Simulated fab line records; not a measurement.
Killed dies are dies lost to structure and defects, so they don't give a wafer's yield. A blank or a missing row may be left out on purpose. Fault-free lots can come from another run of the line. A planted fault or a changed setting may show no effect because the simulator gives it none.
One fault through the eyes of 2 desks	flow nand harc	numbers are kept per desk, each desk with only its own; the story behind them comes last

== DESK OF THE TOOL OWNER: rie diel-03 ==
The tool's own readings at NHARC_P_BONDPAD_ETCH_24 (etches the open film in CF4/N2, target depth 30 nm, time 72.99 s): means of the sampled wafers that have a number, for each lot that ran on this tool. Marked OUT: a lot whose mean sits more than 4 standard deviations from the usual mean, which makes it out of limits; the brackets give that distance.
Columns: A = drypump motor current A at NHARC_P_BONDPAD_ETCH_24, usual 5.7 A; B = oes product au at NHARC_P_BONDPAD_ETCH_24, usual 0.999 a.u.; C = rf fwd power W at NHARC_P_BONDPAD_ETCH_24, usual 297.5 W; D = rf vpp V at NHARC_P_BONDPAD_ETCH_24, usual 314.5 V; E = showerhead plenum p Torr at NHARC_P_BONDPAD_ETCH_24, usual 2.64 Torr; F = throttle valve pct at NHARC_P_BONDPAD_ETCH_24, usual 19.795 %
lot	first seen here	A	B	C	D	E	F
L128	day 7 15:33	5.9	0.997	298.2	314.2	2.61	19.785
L134	day 9 23:51	5.9	0.993	297.5	314.2	2.60	19.794
L135	day 10 10:30	5.7	0.993	297.1	314.2	2.61	19.797
L136	day 10 19:13	5.9	0.993	298.5	313.0	2.56	19.804
L138	day 11 09:48	6.0	0.928 (-7.3) OUT	297.9	314.8	2.65	19.790
L137	day 11 15:38	5.9	0.935 (-6.6) OUT	298.8	313.4	2.61	19.781
L148	day 15 23:49	5.9	0.992	297.3	314.6	2.66	19.804
This desk's finding: out of limits on L137, L138; first on L138, day 11 09:48 (oes product au at NHARC_P_BONDPAD_ETCH_24). L128, L134, L135, L136, L148: within limits.

== AT THE METROLOGY DESK ==
What the gauges read, lot by lot, whatever tool the lot ran on: means of the sampled wafers that have a number. Marked OUT: a lot whose mean sits more than 4 standard deviations from the usual mean, which makes it out of limits; the brackets give that distance.
Columns: A = thk nm at NHARC_P_M2_THK_MEAS_24, usual 144.6 nm
lot	first seen here	A
L128	day 7 12:50	144.8
L129	day 7 15:41	145.0
L131	day 8 15:37	147.4
L132	day 9 11:56	143.4
L134	day 9 21:08	143.2
L135	day 10 07:46	144.4
L136	day 10 16:27	143.7
L138	day 11 07:06	144.5
L137	day 11 12:56	144.4
L139	day 12 04:53	145.9
L143	day 13 13:06	144.6
L147	day 15 06:34	145.1
L148	day 15 21:07	144.4
L149	day 16 06:08	144.7
This desk's verdict: no lot among the 14 shows anything out of limits.

== PUT TOGETHER ==
The tool owner's desk could have raised an alarm at day 11 09:48, on L137, L138.
At the metrology desk, nothing out of limits was observed.
The metrology desk holds a record of L137, L138, inside its limits.
NHARC_P_BONDPAD_ETCH_24 was run on rie diel-03 by each of the lots named.

== WHAT HAD BEEN PUT IN BY THE SIMULATOR ==
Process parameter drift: rie diel-03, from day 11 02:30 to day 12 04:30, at NHARC_P_BONDPAD_ETCH_24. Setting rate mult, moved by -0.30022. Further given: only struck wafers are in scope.
Shown lots that were struck: L137, L138.
Delay in hours, fault start to first out-of-limits reading, by desk: the tool owner's desk at 7.
